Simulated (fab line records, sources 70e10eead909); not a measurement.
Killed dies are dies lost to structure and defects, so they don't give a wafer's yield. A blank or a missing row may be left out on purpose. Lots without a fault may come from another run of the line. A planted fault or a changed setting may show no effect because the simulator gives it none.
Chamber matching | flow nand_harc | NHARC_P_BONDPAD_DESCUM_11 on rie_diel-04: 4 sister chambers
The step chemistry O2, time 3 s. 45 wafers are shown with their chamber, then 12 later ones without.

WAFERS WITH THEIR CHAMBER
wafer  | chamber | showerhead_plenum_p_Torr (Torr) | drypump_motor_current_A (A) | rf_vpp_V (V)
L074.2 | 1       | 2.05                            | 5.3                         | 58.2
L074.3 | 3       | 1.93                            | 6.5                         | 58.7
L074.6 | 3       | 1.93                            | 6.5                         | 58.4
L076.2 | 2       | 1.92                            | 5.3                         | 57.9
L076.5 | 1       | 2.05                            | 5.2                         | 57.3
L076.6 | 2       | 1.92                            | 5.3                         | 58.1
L075.3 | 1       | 2.05                            | 5.3                         | 58.4
L075.4 | 2       | 1.92                            | 5.3                         | 57.2
L075.5 | 2       | 1.92                            | 5.3                         | 58.5
L077.3 | 2       | 1.92                            | 5.3                         | 56.3
L077.5 | 1       | 2.05                            | 5.3                         | 58.3
L077.6 | 0       | 2.03                            | 5.4                         | 58.7
L080.1 | 2       | 1.92                            | 5.3                         | 57.5
L080.5 | 0       | 2.03                            | 5.3                         | 57.9
L080.6 | 3       | 1.93                            | 6.5                         | 56.2
L079.2 | 0       | 2.03                            | 5.3                         | 58.1
L079.3 | 3       | 1.93                            | 6.5                         | 57.3
L079.6 | 2       | 1.92                            | 5.3                         | 58.0
L081.1 | 2       | 1.92                            | 5.3                         | 57.2
L081.2 | 3       | 1.93                            | 6.5                         | 58.1
L081.6 | 2       | 1.92                            | 5.3                         | 57.7
L083.2 | 2       | 1.92                            | 5.3                         | 58.9
L083.3 | 1       | 2.05                            | 5.2                         | 57.6
L083.4 | 0       | 2.03                            | 5.4                         | 58.5
L082.2 | 0       | 2.03                            | 5.3                         | 58.2
L082.4 | 2       | 1.92                            | 5.3                         | 57.5
L082.6 | 1       | 2.05                            | 5.3                         | 59.9
L087.2 | 2       | 1.92                            | 5.3                         | 57.5
L087.3 | 3       | 1.93                            | 6.5                         | 57.1
L087.5 | 1       | 2.05                            | 5.2                         | 60.0
L085.1 | 2       | 1.92                            | 5.3                         | 57.3
L085.5 | 2       | 1.92                            | 5.3                         | 56.3
L085.6 | 1       | 2.04                            | 5.2                         | 58.0
L086.2 | 3       | 1.93                            | 6.5                         | 58.0
L086.3 | 0       | 2.03                            | 5.4                         | 57.3
L086.5 | 1       | 2.05                            | 5.3                         | 59.0
L089.2 | 2       | 1.92                            | 5.3                         | 56.7
L089.3 | 0       | 2.03                            | 5.3                         | 56.8
L089.5 | 0       | 2.03                            | 5.4                         | 59.7
L088.2 | 3       | 1.93                            | 6.5                         | 57.6
L088.4 | 2       | 1.92                            | 5.3                         | 58.0
L088.5 | 0       | 2.03                            | 5.3                         | 57.3
L090.1 | 2       | 1.92                            | 5.3                         | 57.5
L090.3 | 1       | 2.04                            | 5.2                         | 58.9
L090.5 | 3       | 1.93                            | 6.5                         | 57.8

SIGNATURES (means of the wafers above)
reading                  | chamber 0 | chamber 1 | chamber 2 | chamber 3 | scatter within a chamber
showerhead_plenum_p_Torr | 2.0300    | 2.0480    | 1.9200    | 1.9300    | 0.00198
drypump_motor_current_A  | 5.344     | 5.250     | 5.300     | 6.500     | 0.0339
rf_vpp_V                 | 58.056    | 58.560    | 57.535    | 57.689    | 0.79
Rule: a wafer's distance from a chamber is the root of the sum, over the readings, of the square of ((its reading less the chamber's mean) divided by the reading's scatter). The wafer belongs to the nearest chamber; if the next one is less than 2 further off, it can't be placed. The scatter: the root of (the sum of the squares of (reading less its chamber's mean) over the shown wafers, divided by (wafers less chambers)).

WAFERS WITHOUT THEIR CHAMBER
wafer  | showerhead_plenum_p_Torr (Torr) | drypump_motor_current_A (A) | rf_vpp_V (V)
L093.2 | 1.93                            | 6.5                         | 57.9
L093.3 | 2.03                            | 5.4                         | 58.5
L093.6 | 1.93                            | 6.5                         | 57.4
L095.3 | 2.04                            | 5.2                         | 59.2
L095.5 | 1.92                            | 5.3                         | 55.9
L095.6 | 2.04                            | 5.3                         | 57.8
L096.1 | 1.92                            | 5.3                         | 58.5
L096.2 | 2.04                            | 5.3                         | 58.4
L096.3 | 2.03                            | 5.3                         | 58.1
L097.2 | 1.92                            | 5.3                         | 57.7
L097.3 | 2.04                            | 5.2                         | 58.6
L097.5 | 2.04                            | 5.2                         | 59.9

WHICH CHAMBER EACH WENT THROUGH
wafer  | from the rows above     | in truth
L093.2 | 3                       | 3
L093.3 | 0                       | 0
L093.6 | 3                       | 3
L095.3 | 1                       | 1
L095.5 | 2                       | 2
L095.6 | can't be placed: 1 or 0 | 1
L096.1 | 2                       | 2
L096.2 | can't be placed: 1 or 0 | 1
L096.3 | 0                       | 0
L097.2 | 2                       | 2
L097.3 | 1                       | 1
L097.5 | 1                       | 1
Placed correctly: 10 of 12. Can't be placed from these rows: 2 (the true chamber is among the candidates in 2). Placed wrongly: 0.
